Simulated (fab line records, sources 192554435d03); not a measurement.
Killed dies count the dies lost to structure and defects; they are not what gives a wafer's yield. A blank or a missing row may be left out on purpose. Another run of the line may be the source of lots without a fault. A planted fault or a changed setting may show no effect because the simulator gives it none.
Chamber matching	flow n5 finfet	N5_BEOL_M0_SAQP_HM_OPEN_112 on rie diel-05 has 4 sister chambers
The step chemistry CHF3/O2, target SiO2, stops on a-Si, target depth 12 nm, time 13.5 s. 16 wafers are shown with their chamber, then 8 later ones without.

## WAFERS WITH THEIR CHAMBER
wafer	chamber	showerhead plenum p Torr (Torr)	drypump motor current A (A)	throttle valve pct (%)
L075.2	1	2.49	5.6	18.86
L075.4	3	2.39	5.2	18.52
L075.6	0	2.38	5.8	19.10
L080.1	0	2.38	5.8	19.12
L080.4	3	2.39	5.2	18.53
L080.6	2	2.52	6.0	19.27
L082.3	1	2.49	5.7	18.89
L082.4	3	2.39	5.1	18.52
L082.6	2	2.52	6.0	19.27
L083.2	1	2.48	5.6	18.88
L083.4	0	2.38	5.8	19.12
L083.6	2	2.52	6.0	19.26
L086.1	2	2.52	6.0	19.28
L086.5	3	2.38	5.1	18.53
L086.6	1	2.48	5.7	18.89
L090.3	0	2.38	5.8	18.74

SIGNATURES, as means of the wafers listed above
reading	chamber 0	chamber 1	chamber 2	chamber 3	scatter within a chamber
showerhead plenum p Torr	2.3800	2.4850	2.5200	2.3875	0.00382
drypump motor current A	5.800	5.650	6.000	5.150	0.0408
throttle valve pct	19.0200	18.8800	19.2700	18.5250	0.0939
Rule: distance of a wafer from a chamber = root of the sum over the readings of ((wafer's reading minus chamber's mean) / reading's scatter) squared. If the next closest chamber is less than 2 further off than the closest, the wafer can't be placed; otherwise it belongs to the closest. The scatter is the square root of a quotient: the sum, over the shown wafers, of each reading's squared deviation from its chamber's mean, divided by wafers minus chambers.

## WAFERS MISSING THEIR CHAMBER
wafer	showerhead plenum p Torr (Torr)	drypump motor current A (A)	throttle valve pct (%)
L090.4	2.38	5.2	18.56
L090.5	2.48	5.7	18.90
L093.1	2.38	5.8	18.76
L093.4	2.51	6.0	19.30
L093.6	2.38	5.9	18.73
L094.1	2.37	5.8	18.74
L094.2	2.48	5.6	18.93
L094.5	2.51	6.0	19.30

## THE CHAMBER EACH PASSED THROUGH
wafer	from the rows above	in truth
L090.4	3	3
L090.5	1	1
L093.1	0	0
L093.4	2	2
L093.6	0	0
L094.1	0	0
L094.2	1	1
L094.5	2	2
Correctly placed: 8 of 8. Not placeable from these rows: 0. Number placed wrongly: 0.
